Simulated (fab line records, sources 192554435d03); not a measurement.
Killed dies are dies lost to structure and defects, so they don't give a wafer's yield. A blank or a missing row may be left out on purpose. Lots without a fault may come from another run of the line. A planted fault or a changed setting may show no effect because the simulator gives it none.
Chamber matching | flow n5_finfet | N5_BEOL_M0_SAQP_DESCUM_45 on rie_diel-03: 4 sister chambers
The step chemistry O2, time 7 s. 24 wafers are shown with their chamber, then 12 later ones without.

WAFERS WITH THEIR CHAMBER
wafer  | chamber | drypump_motor_current_A (A) | showerhead_plenum_p_Torr (Torr) | throttle_valve_pct (%)
L075.4 | 2       | 5.3                         | 2.06                            | 20.51
L075.5 | 3       | 6.4                         | 1.99                            | 20.54
L075.6 | 1       | 5.0                         | 2.23                            | 20.09
L076.2 | 3       | 6.5                         | 1.99                            | 20.55
L076.3 | 1       | 5.1                         | 2.23                            | 20.08
L076.6 | 3       | 6.5                         | 1.99                            | 20.55
L077.3 | 0       | 5.9                         | 2.18                            | 20.39
L077.5 | 1       | 5.1                         | 2.23                            | 20.08
L077.6 | 0       | 5.9                         | 2.18                            | 20.43
L083.1 | 0       | 5.9                         | 2.18                            | 20.42
L083.4 | 2       | 5.3                         | 2.05                            | 20.55
L083.5 | 0       | 5.9                         | 2.18                            | 20.41
L084.2 | 3       | 6.5                         | 1.98                            | 20.56
L084.3 | 2       | 5.3                         | 2.05                            | 20.55
L084.6 | 3       | 6.5                         | 1.98                            | 20.57
L086.2 | 2       | 5.3                         | 2.05                            | 20.57
L086.3 | 3       | 6.5                         | 1.98                            | 20.57
L086.6 | 3       | 6.5                         | 1.98                            | 20.58
L087.3 | 1       | 5.0                         | 2.22                            | 20.12
L087.5 | 1       | 5.0                         | 2.22                            | 20.14
L087.6 | 3       | 6.5                         | 1.98                            | 20.56
L088.1 | 1       | 5.0                         | 2.22                            | 20.15
L088.5 | 1       | 5.0                         | 2.22                            | 20.13
L088.6 | 3       | 6.5                         | 1.98                            | 20.61

SIGNATURES (means of the wafers above)
reading                  | chamber 0 | chamber 1 | chamber 2 | chamber 3 | scatter within a chamber
drypump_motor_current_A  | 5.900     | 5.029     | 5.300     | 6.489     | 0.034
showerhead_plenum_p_Torr | 2.1800    | 2.2243    | 2.0525    | 1.9833    | 0.00472
throttle_valve_pct       | 20.4125   | 20.1129   | 20.5450   | 20.5656   | 0.0238
Rule: a wafer's distance from a chamber is the root of the sum, over the readings, of the square of ((its reading less the chamber's mean) divided by the reading's scatter). The wafer belongs to the nearest chamber; if the next one is less than 2 further off, it can't be placed. The scatter: the root of (the sum of the squares of (reading less its chamber's mean) over the shown wafers, divided by (wafers less chambers)).

WAFERS WITHOUT THEIR CHAMBER
wafer  | drypump_motor_current_A (A) | showerhead_plenum_p_Torr (Torr) | throttle_valve_pct (%)
L089.1 | 5.3                         | 2.05                            | 20.56
L089.2 | 5.0                         | 2.22                            | 20.13
L089.3 | 6.5                         | 1.98                            | 20.60
L090.1 | 5.3                         | 2.05                            | 20.59
L090.3 | 6.4                         | 1.98                            | 20.59
L090.5 | 6.4                         | 1.98                            | 20.60
L091.2 | 6.5                         | 1.98                            | 20.60
L091.5 | 5.3                         | 2.05                            | 20.58
L091.6 | 6.5                         | 1.98                            | 20.59
L095.2 | 6.5                         | 1.97                            | 20.62
L095.5 | 5.0                         | 2.21                            | 20.15
L095.6 | 6.5                         | 1.97                            | 20.61

WHICH CHAMBER EACH WENT THROUGH
wafer  | from the rows above | in truth
L089.1 | 2                   | 2
L089.2 | 1                   | 1
L089.3 | 3                   | 3
L090.1 | 2                   | 2
L090.3 | 3                   | 3
L090.5 | 3                   | 3
L091.2 | 3                   | 3
L091.5 | 2                   | 2
L091.6 | 3                   | 3
L095.2 | 3                   | 3
L095.5 | 1                   | 1
L095.6 | 3                   | 3
Placed correctly: 12 of 12. Can't be placed from these rows: 0. Placed wrongly: 0.
